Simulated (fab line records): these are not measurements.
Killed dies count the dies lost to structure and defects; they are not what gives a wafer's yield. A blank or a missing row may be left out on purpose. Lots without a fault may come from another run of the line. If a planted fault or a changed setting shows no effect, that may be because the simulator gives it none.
Matching of chambers ; flow n5 finfet ; N5_BEOL_M9_DESCUM_16 on rie diel-01: 4 sister chambers
The step chemistry O2, time 7.9 s. 8 wafers are shown with their chamber, then 9 later ones without.

EACH WAFER AND ITS CHAMBER
wafer;chamber;throttle valve pct (%);showerhead plenum p Torr (Torr)
L080.4;2;20.31;2.09
L080.5;1;20.36;2.14
L083.1;0;20.77;2.09
L083.3;3;20.75;2.01
L083.5;1;20.35;2.14
L086.1;3;20.75;2.00
L086.3;0;20.77;2.08
L086.4;2;20.34;2.08

WAFERS WITH NO CHAMBER GIVEN
wafer;throttle valve pct (%);showerhead plenum p Torr (Torr)
L093.2;20.39;2.13
L093.4;20.34;2.08
L093.6;20.36;2.13
L091.3;20.37;2.13
L091.5;20.34;2.08
L091.6;20.36;2.13
L092.1;20.37;2.13
L092.2;20.76;2.00
L092.3;20.81;2.08

THE CHAMBER EACH PASSED THROUGH
wafer;from the rows above;in truth
L093.2;1;1
L093.4;2;2
L093.6;1;1
L091.3;1;1
L091.5;2;2
L091.6;1;1
L092.1;1;1
L092.2;3;3
L092.3;0;0
9 of 9 placed correctly. Not placeable from these rows: 0. Wrongly placed: 0.
How it was worked out, from the rows above alone: a wafer's distance from a chamber is the root of the sum, over the readings, of the square of ((its reading less the chamber's mean) divided by the reading's scatter). If the next closest chamber is less than 2 further off than the closest, the wafer can't be placed; otherwise it belongs to the closest. The mean given for a chamber averages the wafers shown for that chamber. The scatter: the root of (the sum of the squares of (reading less its chamber's mean) over the shown wafers, divided by (wafers less chambers)).
